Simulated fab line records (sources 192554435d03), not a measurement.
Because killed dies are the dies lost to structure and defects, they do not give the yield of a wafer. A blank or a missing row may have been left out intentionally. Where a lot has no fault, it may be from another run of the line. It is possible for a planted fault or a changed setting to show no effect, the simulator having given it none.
fab line records ; flow n5Finfet
record lots=12; wafers=35; lastDay=18
route steps=1938 shown BEOL_M10@1522 PASSIVATION@1936
lots with no fault: from the same line, run without faults
startH: the number of hours between the record's first day and the start of the first shown wafer of the lot ; waitH: hours from the lot's prior step to this one ; " repeats the value in the row above ; L1.1+2: a single row standing in for several wafers ; - no value, or no start given ; * or withheld: withheld ; < > ~ a bound
route shown NAME@n: NAME is a module with steps in the file, n the number in the route of the first one ; usual: mean/standard deviation taken from wafers without a fault ; same: alike in all rows ; chamber/n: place in a boat ; sites: per-site readings ; _std_site: how widely they spread, as a standard deviation ; _edge_site: the outer-site mean with the inner-site mean subtracted ; radiusMm: for every site, how far away it sits from the centre of the wafer ; mask NAME#n: copy n ; behind: tool/chamber where the wafer was last shaped ; hold: what put the lot on hold/how long, in hours/how the hold closed ; device: transistor that didn't switch, given as n, p or np ; end of line: the route-end tests of the same wafers ; a step given without rows: its recipe and nothing more ; killed: dies that structure and defects cost at the first sort, which is not the same as the wafer's yield ; map: a wafer's dies, x killed, . not, _ none there
set.NAME: the setting the step ran with; set.NAME@STEP: the setting that earlier step ran with ; model.NAME: the simulator's own value behind a step, which no gauge read
route steps across a sampled set of lots; one table per step, one row per wafer
services: when a tool's chamber went out of use (startH, in hours from the record's first day, below 0 if earlier), for how many hours, and the reason
## steps
# step N5_BEOL_M10_DEGAS_44
# recipe ambient=vacuum; tempC=250; timeS=60
# usual heaterPowerW=323/38; susceptorTempC=250.01/0.19
lot.wafer;tool;chamber;startH;waitH;heaterPowerW;susceptorTempC
L755.2;pvdSputter-02;-;229.13;0.3;303;250.24
L755.5;pvdSputter-02;-;229.13;0.3;301;249.85
L755.6;pvdSputter-02;-;229.13;0.3;409;250.01
L756.1;pvdSputter-03;-;236.06;0.5;282;250.08
L756.2;pvdSputter-03;-;236.06;0.5;327;249.82
L756.4;pvdSputter-03;-;236.06;0.5;311;250.12
L760.2;pvdSputter-03;-;258.57;0.3;305;249.79
L760.5;pvdSputter-03;-;258.57;0.3;273;250.18
L760.6;pvdSputter-03;-;258.57;0.3;304;249.94
L761.1;pvdSputter-02;-;266.86;0.7;403;249.89
L761.3;pvdSputter-02;-;266.86;0.7;302;250.09
L761.4;pvdSputter-02;-;266.86;0.7;306;249.84
L763.4;pvdSputter-02;-;289.02;1.5;413;249.68
L763.5;pvdSputter-02;-;289.02;1.5;291;250.02
L769.1;pvdSputter-01;-;310.19;0.3;377;249.91
L769.4;pvdSputter-01;-;310.19;0.3;315;249.83
L769.5;pvdSputter-01;-;310.19;0.3;296;250.04
L768.1;pvdSputter-01;-;313.22;0.6;307;250.21
L768.2;pvdSputter-01;-;313.22;0.6;381;249.79
L768.5;pvdSputter-01;-;313.22;0.6;297;250.21
L767.1;pvdSputter-01;-;314.04;1.0;313;249.66
L767.5;pvdSputter-01;-;314.04;1.0;286;250.32
L767.6;pvdSputter-01;-;314.04;1.0;310;249.88
L773.3;pvdSputter-01;-;334.93;0.3;315;250.24
L773.5;pvdSputter-01;-;334.93;0.3;370;249.93
L773.6;pvdSputter-01;-;334.93;0.3;311;250.29
L777.3;pvdSputter-02;-;360.58;0.3;306;250.03
L777.5;pvdSputter-02;-;360.58;0.3;408;250.10
L777.6;pvdSputter-02;-;360.58;0.3;308;250.18
L776.2;pvdSputter-03;-;360.70;0.4;281;250.26
L776.4;pvdSputter-03;-;360.70;0.4;339;249.95
L776.5;pvdSputter-03;-;360.70;0.4;300;250.01
L771.3;pvdSputter-03;-;376.50;0.2;307;249.89
L771.4;pvdSputter-03;-;376.50;0.2;271;249.90
L771.5;pvdSputter-03;-;376.50;0.2;264;250.10
# step N5_BEOL_M10_SPUTTER_48
# recipe material=Cu; targetThkA=120; tempC=-20; biasV=60; powerW=26000; chamberPressurePa=0.13; timeS=2
# usual chuckSensorTempC=-16.1/0.49; susceptorTempC=-20.01/0.12; throttleValvePct=29.9/0.95
lot.wafer;tool;chamber;startH;waitH;chuckSensorTempC;susceptorTempC;throttleValvePct
L755.2;pvdSputter-01;-;230.02;0.1;-15.5;-20.03;31.6
L755.5;pvdSputter-01;-;230.02;0.1;-16.2;-19.97;29.8
L755.6;pvdSputter-01;-;230.02;0.1;-15.6;-20.02;31.2
L756.1;pvdSputter-01;-;238.32;1.5;-16.0;-19.89;30.5
L756.2;pvdSputter-01;-;238.32;1.5;-15.6;-19.90;29.4
L756.4;pvdSputter-01;-;238.32;1.5;-15.6;-20.07;31.8
L760.2;pvdSputter-03;-;259.61;0.2;-15.8;-20.17;30.9
L760.5;pvdSputter-03;-;259.61;0.2;-15.7;-20.10;30.5
L760.6;pvdSputter-03;-;259.61;0.2;-15.6;-19.95;29.4
L761.1;pvdSputter-01;-;268.05;0.1;-16.2;-20.14;30.0
L761.3;pvdSputter-01;-;268.05;0.1;-15.6;-19.68;31.6
L761.4;pvdSputter-01;-;268.05;0.1;-15.7;-19.78;29.6
L763.4;pvdSputter-03;-;289.68;0.0;-15.8;-19.99;29.3
L763.5;pvdSputter-03;-;289.68;0.0;-15.6;-19.80;29.0
L769.1;pvdSputter-02;-;311.33;0.5;-15.9;-20.04;30.4
L769.4;pvdSputter-02;-;311.33;0.5;-15.9;-19.89;29.3
L769.5;pvdSputter-02;-;311.33;0.5;-15.8;-19.82;30.3
L768.1;pvdSputter-01;-;313.88;0.1;-16.1;-19.92;30.8
L768.2;pvdSputter-01;-;313.88;0.1;-15.5;-20.09;29.7
L768.5;pvdSputter-01;-;313.88;0.1;-16.2;-20.08;29.9
L767.1;pvdSputter-01;-;314.90;0.2;-15.6;-20.24;31.7
L767.5;pvdSputter-01;-;314.90;0.2;-16.6;-19.98;30.0
L767.6;pvdSputter-01;-;314.90;0.2;-15.5;-20.02;29.5
L773.3;pvdSputter-02;-;338.18;0.3;-16.9;-19.92;29.0
L773.5;pvdSputter-02;-;338.18;0.3;-16.1;-20.01;28.9
L773.6;pvdSputter-02;-;338.18;0.3;-16.9;-19.97;29.4
L777.3;pvdSputter-02;-;361.18;0.1;-16.0;-20.02;29.1
L777.5;pvdSputter-02;-;361.18;0.1;-17.0;-19.98;29.1
L777.6;pvdSputter-02;-;361.18;0.1;-16.0;-19.94;29.1
L776.2;pvdSputter-02;-;361.35;0.1;-17.0;-20.00;29.1
L776.4;pvdSputter-02;-;361.35;0.1;-17.2;-20.10;29.3
L776.5;pvdSputter-02;-;361.35;0.1;-16.8;-19.86;29.0
L771.3;pvdSputter-03;-;377.12;0.1;-15.7;-19.85;29.2
L771.4;pvdSputter-03;-;377.12;0.1;-16.4;-20.16;28.5
L771.5;pvdSputter-03;-;377.12;0.1;-16.0;-20.23;30.7
# step N5_BEOL_M10_CMP_52
# recipe stopOn=SiCOH_lowk; tOverpolishS=7; downForcePsi=1; platenRpm=50; clearingPlatenDownForcePsi=1.5; clearingPlatenRpm=50; postCmpClean=cuAlkaline; targetThkNm=140; clearingPlatenPadVelocityMS=0.99484; padVelocityMS=0.99484
# usual barrierFieldEndpointS=28.9/0.68; motorCurrentA=6.1/0.61; overpolishRunS=6.999/0.0085; timeToEndpointS=65.0/2.9
lot.wafer;tool;chamber;startH;waitH;barrierFieldEndpointS;motorCurrentA;overpolishRunS;timeToEndpointS
L755.2;cmp-02;1;231.19;0.3;28.7;6.7;7.016;62.5
L755.6;cmp-02;3;231.19;0.3;28.9;5.9;6.993;61.6
L755.5;cmp-02;0;231.19;0.3;28.1;5.9;6.997;58.8
L756.1;cmp-01;3;238.97;0.3;28.4;5.3;7.003;62.9
L756.2;cmp-01;1;238.97;0.3;28.0;5.1;6.995;63.5
L756.4;cmp-01;2;238.97;0.3;29.1;6.9;7.001;63.5
L760.2;cmp-01;0;260.87;0.3;15.9;6.8;6.999;35.7
L760.5;cmp-01;3;260.87;0.3;29.5;5.5;6.999;65.5
L760.6;cmp-01;0;260.87;0.3;29.6;6.9;7.008;67.2
L761.4;cmp-01;1;268.59;0.1;15.8;5.4;7.003;34.8
L761.3;cmp-01;2;268.59;0.1;28.6;7.4;6.998;67.2
L761.1;cmp-01;0;268.59;0.1;29.2;6.8;6.999;68.5
L763.4;cmp-02;3;290.21;0.1;28.0;5.9;6.995;65.7
L763.5;cmp-02;0;290.21;0.1;30.5;6.2;6.992;63.4
L769.1;cmp-02;1;311.97;0.3;29.3;7.2;6.996;66.9
L769.4;cmp-02;2;311.97;0.3;28.6;6.0;7.001;62.6
L769.5;cmp-02;1;311.97;0.3;29.2;7.3;6.989;67.1
L768.1;cmp-02;3;314.40;0.3;27.3;6.3;7.009;61.5
L768.2;cmp-02;0;314.40;0.3;27.9;5.5;7.005;60.2
L768.5;cmp-02;0;314.40;0.3;28.3;6.0;6.989;61.2
L767.1;cmp-03;0;315.73;0.3;28.7;6.0;6.993;67.6
L767.5;cmp-03;2;315.73;0.3;30.2;6.1;6.988;69.7
L767.6;cmp-03;3;315.73;0.3;29.7;5.9;6.997;64.1
L773.3;cmp-02;1;338.91;0.3;28.8;7.2;7.004;62.0
L773.6;cmp-02;2;338.91;0.3;29.2;6.1;7.003;63.4
L773.5;cmp-02;3;338.91;0.3;28.9;5.7;7.003;64.9
L777.3;cmp-01;1;361.74;0.2;28.6;5.1;6.993;61.6
L777.6;cmp-01;0;361.74;0.2;28.8;6.4;6.993;64.3
L777.5;cmp-01;1;361.74;0.2;28.8;5.4;6.981;61.6
L776.4;cmp-03;3;361.91;0.2;28.5;5.7;6.995;64.7
L776.2;cmp-03;0;361.91;0.2;29.5;5.7;6.998;65.3
L776.5;cmp-03;3;361.91;0.2;29.1;5.7;7.001;64.1
L771.3;cmp-01;0;377.92;0.2;29.9;6.8;7.001;67.9
L771.4;cmp-01;2;377.92;0.2;30.3;7.2;6.988;68.9
L771.5;cmp-01;0;377.92;0.2;29.4;7.3;7.008;66.5
# step N5_PASSIVATION_PROBE_49
# usual defectLimitedYield=91.0/1.5; killed_at_M0_to_M3=35/11; killed_at_M4_up=13/6; killedAtContacts=14/6.5; killedAtFrontEnd=40/12; killedAtOther=4/3.4; killedDies=106/18; killedOpen=68/14; killedShort=35/7.7; sort_bin_5_function=5.2/0.98; sort_bin_6_memory=3.4/0.72; sortNPass=1074/18; sortYieldPct=91.0/1.5
# same grossDies=1180; killedAtBackSide=0; sort_bin_4_leakage[%]=0; sort_bin_8_speed[%]=0
lot.wafer;tool;chamber;startH;waitH;defectLimitedYield[%];killed_at_M0_to_M3;killed_at_M4_up;killedAtContacts;killedAtFrontEnd;killedAtOther;killedDies;killedOpen;killedShort;sort_bin_5_function[%];sort_bin_6_memory[%];sortNPass;sortYieldPct[%]
L761.1;prober-02;-;361.89;0.0;90.4;34;11;15;44;9;113;81;30;6.0;3.2;1067;90.4
L761.3;prober-02;-;361.99;0.1;90.7;9;11;10;79;1;110;69;38;5.3;3.6;1070;90.7
L761.4;prober-02;-;362.04;0.2;90.8;21;13;12;56;7;109;77;30;5.7;3.4;1071;90.8
# killed by level:class
L761.1 MOL_CONTACT_COAG:geometricParticle:open=13 STI_FIN_REVEAL:geometricParticle:open=10 GATE_CUT:geometricParticle:short=10 BEOL_M2:geometricParticle:open=9 BEOL_M3:geometricParticle:open=8 GATE_CUT:geometricParticle:open=7 FIN_SAQP:geometricParticle:open=6 BEOL_M0_SAQP:geometricParticle:short=6
L761.3 STI_FIN_REVEAL:geometricParticle:open=23 FIN_SAQP:geometricParticle:open=14 FIN_SAQP:geometricParticle:short=10 GATE_CUT:geometricParticle:short=8 DUMMY_GATE:geometricParticle:open=7 MOL_CONTACT_COAG:geometricParticle:open=7 BEOL_M4:geometricParticle:open=6 STI_FIN_REVEAL:geometricParticle:short=4
L761.4 STI_FIN_REVEAL:geometricParticle:open=21 GATE_CUT:geometricParticle:short=10 MOL_CONTACT_COAG:geometricParticle:open=9 BEOL_M3:geometricParticle:open=8 FIN_SAQP:geometricParticle:open=6 BEOL_M0_SAQP:geometricParticle:open=5 BEOL_M4:geometricParticle:open=4 DUMMY_GATE:geometricParticle:open=4
## services
tool;chamber;startH;hours;kind
cmp-01;-;215.26;4.0;pm
cmp-01;-;219.26;-;consumableReplace:conditioner
cmp-01;-;219.26;-;consumableReplace:pad
cmp-02;-;231.34;4.0;pm
cmp-02;-;235.34;-;consumableReplace:conditioner
cmp-02;-;235.34;-;consumableReplace:pad
pvdSputter-01;-;246.25;3.0;repair
cmp-03;-;276.92;1.5;repair
cmp-01;-;281.67;3.9;repair
cmp-02;-;312.55;0.3;repair
pvdSputter-01;-;335.05;1.8;repair
cmp-01;-;352.54;5.1;pm
pvdSputter-01;-;354.34;9.6;repair
pvdSputter-01;-;366.21;1.5;repair
cmp-03;-;366.55;0.5;repair
cmp-02;-;372.97;4.4;repair
## key
firstSign step=N5_BEOL_M10_CMP_52; reading=barrierFieldEndpointS; direction=down; sigmas=19; usual=28.9; struck=15.8
effect step=N5_BEOL_M10_CMP_52; reading=timeToEndpointS; direction=down; sigmas=10; usual=*; struck=*
metAt N5_BEOL_M10_CMP_52
struckLots L760,L761
struckWafers L760.2,L761.4
notActingAt N5_BEOL_M10_DEGAS_44,N5_BEOL_M10_SPUTTER_48
onsetBetween 238.97 260.87
fault kind=processParameterDrift; tool=cmp-01; chamber=-; onsetH=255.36; steps=N5_BEOL_M10_CMP_52; channel=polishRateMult; offset=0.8; shape=step; endH=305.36; scope=struckWafersOnly
